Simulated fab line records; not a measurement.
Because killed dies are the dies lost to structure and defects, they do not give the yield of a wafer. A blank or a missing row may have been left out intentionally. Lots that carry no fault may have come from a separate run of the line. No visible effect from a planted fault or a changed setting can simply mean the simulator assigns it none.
A struck lot beside a sound one || flow n5-finfet || 14 steps out of a route of 1938
Sound: the wafers L149.3, L149.5, L149.6. Wafers L150.1, L150.4, L150.6 were the ones struck. The cause is given at the end.
Order at every step that has rows: each side's tool, ch and its chambers, its first start. Under that, the readings that differ: sound wafers || struck wafers || difference of the means || sigmas: that difference in standard deviations of wafers without a fault.
alike: words and numbers the same on both sides, and readings whose means are apart by under 2 such deviations; not compared: readings that were withheld, readings missing a value for some wafer, numbers with overlapping values and no deviation given by the record, and bounds like >300 which may hide the same value.
A row with sigmas, a row that says differs or no value, or rows on one side alone: a step with any of these is where the two part. When numbers do not overlap yet have no deviation, they are printed without sigmas and do not part them. Lack of a reading on every wafer of one side parts them only where that side has two or more wafers.

N5_BEOL_M9_STRIP_67: strips in CF4.
  sound on rie-diel-01 ch 0,1,2, day 9 17:31; struck on rie-diel-06 ch 1,2,3, day 10 01:32
  alike: drypump-motor-current-A, oes-product-au, power-w, rf-vpp-V, showerhead-plenum-p-Torr, throttle-valve-pct
  not compared: rf-hours-counter-h
N5_BEOL_M9_HM_OPEN_17: chemistry Cl2/BCl3, target TiN, target depth 20 nm, overetch 6 nm.
  sound on rie-metal-03 ch 0,1, day 9 17:35; struck on rie-metal-02 ch 0,1, day 10 01:34
  alike: drypump-motor-current-A, oes-product-au, throttle-valve-pct
  not compared: rf-hours-counter-h
N5_BEOL_M9_STRIP_19: strips in O2.
  sound on rie-diel-02 ch 0,3, day 9 17:40; struck on rie-diel-06 ch 1,2, day 10 01:50
  alike: drypump-motor-current-A, oes-product-au, rf-vpp-V, showerhead-plenum-p-Torr, temp-c, throttle-valve-pct
  not compared: rf-hours-counter-h
N5_BEOL_M9_CD_MEAS_18: pitch 140 nm, target cd 70 nm.
  struck on cd-sem-01, day 10 01:54; sound on cd-sem-02, day 9 17:45
{"reading": "cd-nm (nm)", "sound": "70.7 71.6 69.6", "struck": "68.4 68.8 68.6", "difference": -2.0, "sigmas": -3}
then, 8 steps without rows for these wafers: N5_BEOL_M9_COAT_63 (time 60 s, resist thk 60 nm); N5_BEOL_M9_COAT_64 (time 60 s, resist thk 12 nm); N5_BEOL_M9_COAT_75 (time 60 s, resist thk 5 nm); N5_BEOL_M9_COAT_22 (resist thk 30 nm); N5_BEOL_M9_EBR_24; N5_BEOL_M9_SOFTBAKE_23 (time 60 s); N5_BEOL_M9_EXPOSE_25 (exposes mask V8); N5_BEOL_M9_PEB_26 (peb time 60 s).
N5_BEOL_M9_DEVELOP_27: develop time 30 s.
  sound on litho-track-03 ch 0, day 9 18:27; struck on litho-track-01, day 10 03:32
  no value came back on the struck wafers for chill-plate-temp-C (C), develop-time-s (s); on the sound wafers chill-plate-temp-C (C) reads 23.02 23.15 23.10
{"reading": "model.CAR-EUV_of_BEOL_M9_COAT_22.thk-nm (nm)", "sound": "29.6 29.6 29.6", "struck": "30 30 30", "difference": "+0", "sigmas": ""}
N5_BEOL_M9_CD_MEAS_28: target cd 70 nm.
  sound on cd-sem-03 ch 0, day 9 18:31; struck on cd-sem-01 ch 0, day 10 03:35
{"reading": "cd-nm (nm)", "sound": "69.98 70.28 69.75", "struck": "- - -", "difference": "no value on the struck wafers", "sigmas": ""}

== WHERE THEY PART ==
First at N5_BEOL_M9_CD_MEAS_18; last, within this record, at N5_BEOL_M9_CD_MEAS_28.

WHY: the cause the simulator had injected
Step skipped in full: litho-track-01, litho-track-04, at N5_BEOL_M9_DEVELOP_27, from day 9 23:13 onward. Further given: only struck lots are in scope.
